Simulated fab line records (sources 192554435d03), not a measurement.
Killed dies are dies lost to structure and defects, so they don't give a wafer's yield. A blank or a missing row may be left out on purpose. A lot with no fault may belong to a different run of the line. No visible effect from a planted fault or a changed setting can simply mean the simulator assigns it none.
What tool caused it? | flow n5 finfet | 12 lots, 33 wafers sampled, at 5 steps of a route of 1938

== WHAT THE GAUGES READ, wafer by wafer ==
The record lacks any reading of a measuring or inspecting step that a usual standard deviation could be used to judge.

== WHICH TOOL RAN EACH LOT (tool, then ch and the chambers of the sampled wafers, then the start) ==
lot  | N5_BEOL_M4_CO_CAP_55             | N5_BEOL_M4_DEP_57               | N5_BEOL_M5_PECVD_70             | N5_BEOL_M5_COAT_74                | N5_PASSIVATION_PROBE_49
L826 | cvd co-01 ch 0,1,2, day 7 15:25  | pecvd-01 ch 1,2, day 7 15:34    | pecvd-01 ch 0,1,2, day 7 17:16  | litho track-03 ch 0, day 7 19:51  | prober-02, day 12 00:34
L828 | cvd co-02 ch 0,1, day 8 11:39    | pecvd-03 ch 0,2, day 8 11:46    | pecvd-03 ch 0,1,2, day 8 13:28  | litho track-04 ch 0, day 8 14:39  | -
L832 | cvd co-02 ch 0,2, day 9 12:29    | pecvd-02 ch 0,1, day 9 12:36    | pecvd-01 ch 0,1, day 9 14:19    | litho track-04 ch 0, day 9 15:25  | -
L834 | cvd co-01 ch 0,1,2, day 9 13:58  | pecvd-02 ch 0,1, day 9 14:04    | pecvd-03 ch 0,2, day 9 16:17    | litho track-04 ch 0, day 9 18:27  | prober-02, day 13 12:50
L833 | cvd co-02 ch 1, day 9 17:22      | pecvd-03 ch 2, day 9 17:29      | pecvd-01 ch 0,1, day 9 19:13    | litho track-04 ch 0, day 9 21:02  | prober-02, day 13 16:27
L836 | cvd co-02 ch 0,1,2, day 10 06:01 | pecvd-01 ch 0,1,2, day 10 06:08 | pecvd-04 ch 0,1,2, day 10 07:50 | litho track-03 ch 0, day 10 09:36 | prober-02, day 14 05:40
L837 | cvd co-01 ch 0,2, day 10 13:02   | pecvd-01 ch 0,1,2, day 10 13:10 | pecvd-03 ch 0,1,2, day 10 18:13 | litho track-04 ch 0, day 10 20:27 | prober-01, day 14 15:27
L841 | cvd co-02 ch 0,1,2, day 11 05:12 | pecvd-03 ch 0,1, day 11 05:19   | pecvd-04 ch 0,1, day 11 07:01   | litho track-04 ch 0, day 11 10:17 | -
L843 | cvd co-01 ch 0,1,2, day 11 21:26 | pecvd-01 ch 0,2, day 11 21:34   | pecvd-04 ch 1,2, day 11 23:15   | litho track-02 ch 0, day 12 01:02 | prober-01, day 15 15:51
L846 | cvd co-01 ch 1, day 12 16:44     | pecvd-01 ch 0,2, day 12 16:52   | pecvd-01 ch 2, day 12 18:34     | litho track-02 ch 0, day 12 20:37 | prober-01, day 17 01:13
L847 | cvd co-02 ch 0,1,2, day 13 07:15 | pecvd-03 ch 0,1, day 13 07:22   | pecvd-03 ch 0,1,2, day 13 09:05 | litho track-03 ch 0, day 13 11:13 | -
L848 | cvd co-02 ch 0,1,2, day 13 09:37 | pecvd-03 ch 0,1, day 13 09:44   | pecvd-01 ch 0,2, day 13 11:25   | litho track-04 ch 0, day 14 01:18 | -
- N5_BEOL_M4_CO_CAP_55: material Co, precursor CCTBA/H2, target thk 2 nm, time 102.1 s.
- N5_BEOL_M4_DEP_57: deposits SiCN from 3MS/NH3, target thk 8 nm, time 14 s.
- N5_BEOL_M5_PECVD_70: deposits SiO2 from TEOS/O2, target thk 16 nm, time 18 s.
- N5_BEOL_M5_COAT_74: time 60 s, resist thk 5 nm.
- N5_PASSIVATION_PROBE_49

== AS READ BY THE TOOLS THEMSELVES (means over the sampled wafers that have a number; for cases with no such wafer, the mark the record gives instead) ==
N5_BEOL_M4_CO_CAP_55. Usual: chamber pressure Torr 30.01 Torr, standard deviation 0.067; heater power w 223 W, standard deviation 14.
lot  | tool      | chamber pressure Torr (Torr) | heater power w (W) | flag
L826 | cvd co-01 | 30.05                        | 210                |
L828 | cvd co-02 | 29.99                        | 227                |
L832 | cvd co-02 | 30.02                        | 230                |
L834 | cvd co-01 | 29.94                        | 210                |
L833 | cvd co-02 | 30.02                        | 238                |
L836 | cvd co-02 | 30.05                        | 235                |
L837 | cvd co-01 | 30.01                        | 221                |
L841 | cvd co-02 | 30.00                        | 237                |
L843 | cvd co-01 | 29.96                        | 212                |
L846 | cvd co-01 | 29.98                        | 196                |
L847 | cvd co-02 | 29.99                        | 232                |
L848 | cvd co-02 | 30.02                        | 231                |

N5_BEOL_M4_DEP_57. Usual: chamber pressure Torr 3.000 Torr, standard deviation 0.0073; showerhead plenum p Torr 3.659 Torr, standard deviation 0.0096; showerhead vpp V 879 V, standard deviation 40; throttle valve pct 9.2 %, standard deviation 0.54.
lot  | tool     | chamber pressure Torr (Torr) | showerhead plenum p Torr (Torr) | showerhead vpp V (V) | throttle valve pct (%) | flag
L826 | pecvd-01 | 3.000                        | 3.658                           | 868                  | 9.6                    |
L828 | pecvd-03 | 3.000                        | 3.650                           | 919                  | 9.1                    |
L832 | pecvd-02 | 2.998                        | 3.658                           | 892                  | 9.4                    |
L834 | pecvd-02 | 3.000                        | 3.663                           | 890                  | 9.4                    |
L833 | pecvd-03 | 3.003                        | 3.648                           | 936                  | 8.9                    |
L836 | pecvd-01 | 2.998                        | 3.660                           | 852                  | 9.2                    |
L837 | pecvd-01 | 3.003                        | 3.664                           | 843                  | 9.2                    |
L841 | pecvd-03 | 3.009                        | 3.657                           | 876                  | 9.5                    |
L843 | pecvd-01 | 3.005                        | 3.666                           | 854                  | 8.6                    |
L846 | pecvd-01 | 2.994                        | 3.668                           | 840                  | 8.8                    |
L847 | pecvd-03 | 2.998                        | 3.655                           | 871                  | 9.6                    |
L848 | pecvd-03 | 3.001                        | 3.660                           | 877                  | 9.4                    |

N5_BEOL_M5_PECVD_70. Usual: chamber pressure Torr 5.501 Torr, standard deviation 0.012; heater power w 732 W, standard deviation 90; showerhead plenum p Torr 8.75 Torr, standard deviation 0.036; showerhead vpp V 1300 V, standard deviation 50; throttle valve pct 22.7 %, standard deviation 1.7.
lot  | tool     | chamber pressure Torr (Torr) | heater power w (W) | showerhead plenum p Torr (Torr) | showerhead vpp V (V) | throttle valve pct (%) | flag
L826 | pecvd-01 | 5.496                        | 687                | 8.78                            | 1257                 | 22.5                   |
L828 | pecvd-03 | 5.492                        | 803                | 8.73                            | 1340                 | 22.7                   |
L832 | pecvd-01 | 5.514                        | 765                | 8.75                            | 1236                 | 23.7                   |
L834 | pecvd-03 | 5.514                        | 736                | 8.73                            | 1373                 | 22.3                   |
L833 | pecvd-01 | 5.495                        | 716                | 8.75                            | 1248                 | 23.5                   |
L836 | pecvd-04 | 5.498                        | 743                | 8.73                            | 1314                 | 23.0                   |
L837 | pecvd-03 | 5.501                        | 814                | 8.72                            | 1340                 | 22.7                   |
L841 | pecvd-04 | 5.501                        | 792                | 8.75                            | 1338                 | 24.7                   |
L843 | pecvd-04 | 5.508                        | 789                | 8.76                            | 1317                 | 22.6                   |
L846 | pecvd-01 | 5.505                        | 612                | 8.78                            | 1313                 | 20.6                   |
L847 | pecvd-03 | 5.499                        | 750                | 8.74                            | 1345                 | 22.7                   |
L848 | pecvd-01 | 5.514                        | 818                | 8.79                            | 1257                 | 22.0                   |

N5_BEOL_M5_COAT_74. Usual: spin speed rpm 1500.0 rpm, standard deviation 1.2.
lot  | tool           | spin speed rpm (rpm) | flag
L826 | litho track-03 | 1501.2               |
L828 | litho track-04 | 1499.9               |
L832 | litho track-04 | 1499.5               |
L834 | litho track-04 | 1500.6               |
L833 | litho track-04 | 1500.3               |
L836 | litho track-03 | 1499.4               |
L837 | litho track-04 | 1677.7               | OFF
L841 | litho track-04 | 1677.7               | OFF
L843 | litho track-02 | 1499.0               |
L846 | litho track-02 | 1501.0               |
L847 | litho track-03 | 1499.8               |
L848 | litho track-04 | 1499.4               |

N5_PASSIVATION_PROBE_49. Usual: defect limited yield 91.5 %, standard deviation 1.5; killed_at_M0_to_M3 32, standard deviation 9.4; killed_at_M4_up 12, standard deviation 5.1; killed at contacts 11, standard deviation 7.4; killed at front end 41, standard deviation 11; killed at other 3.4, standard deviation 2.5; killed dies 100, standard deviation 17; killed on rim 13, standard deviation 4.4; killed open 65, standard deviation 14; killed short 33, standard deviation 7; sort_bin_5_function 4.9 %, standard deviation 0.96; sort_bin_6_memory 3.1 %, standard deviation 0.7; sort_bin_8_speed 0.00 %, standard deviation 0.01; sort n pass 1080, standard deviation 17; sort yield pct 91.5 %, standard deviation 1.5.
lot  | tool      | defect limited yield (%) | killed_at_M0_to_M3 | killed_at_M4_up | killed at contacts | killed at front end | killed at other | killed dies | killed on rim | killed open | killed short | sort_bin_5_function (%) | sort_bin_6_memory (%) | sort_bin_8_speed (%) | sort n pass | sort yield pct (%) | flag
L826 | prober-02 | 92.2                     | 22                 | 10              | 10                 | 44                  | 6.3             | 93          | 13            | 59          | 31           | 4.4                     | 3.0                   | 0.00                 | 1087        | 92.2               |
L834 | prober-02 | 92.6                     | 24                 | 8               | 9                  | 43                  | 3.7             | 88          | 13            | 54          | 33           | 4.4                     | 2.6                   | 0.00                 | 1092        | 92.6               |
L833 | prober-02 | 92.3                     | 32                 | 10              | 12                 | 36                  | 1.0             | 90          | 8             | 60          | 29           | 4.7                     | 2.8                   | 0.00                 | 1090        | 92.3               |
L836 | prober-02 | 89.9                     | 43                 | 15              | 17                 | 44                  | 0.3             | 120         | 12            | 83          | 36           | 5.5                     | 4.3                   | 0.00                 | 1060        | 89.9               |
L837 | prober-01 | 91.8                     | 26                 | 12              | 10                 | 45                  | 4.0             | 97          | 9             | 62          | 34           | 5.0                     | 2.7                   | 0.00                 | 1083        | 91.8               |
L843 | prober-01 | 90.8                     | 30                 | 8               | 17                 | 50                  | 3.3             | 108         | 15            | 69          | 33           | 4.6                     | 3.7                   | 0.00                 | 1072        | 90.8               |
L846 | prober-01 | 91.5                     | 34                 | 14              | 6                  | 40                  | 5.5             | 100         | 16            | 61          | 37           | 5.0                     | 3.1                   | 0.00                 | 1080        | 91.5               |

== THE ANSWER, worked out from the rows above alone ==
Rule: lot off if the mean of its wafers having a number is beyond 3 standard deviations from the usual mean. Also off: a lot with no number at a reading for which 4 or more lots have one. Any other lot the step has rows for is counted as sound. Order of review: gauges by route order, followed by the tools' own readings, for which a lot's mean as printed above is used. At the first step where some lot is off, the reading lying furthest off is the one used; lots without a number count as furthest.
Off: L837, L841 (N5_BEOL_M5_COAT_74, spin speed rpm).
A tool fits if, at that step or a process step before it, it ran every lot that is off, and no sound lot after the first of them. Of those tried, none fits.

== WHAT HAD BEEN PUT IN BY THE SIMULATOR ==
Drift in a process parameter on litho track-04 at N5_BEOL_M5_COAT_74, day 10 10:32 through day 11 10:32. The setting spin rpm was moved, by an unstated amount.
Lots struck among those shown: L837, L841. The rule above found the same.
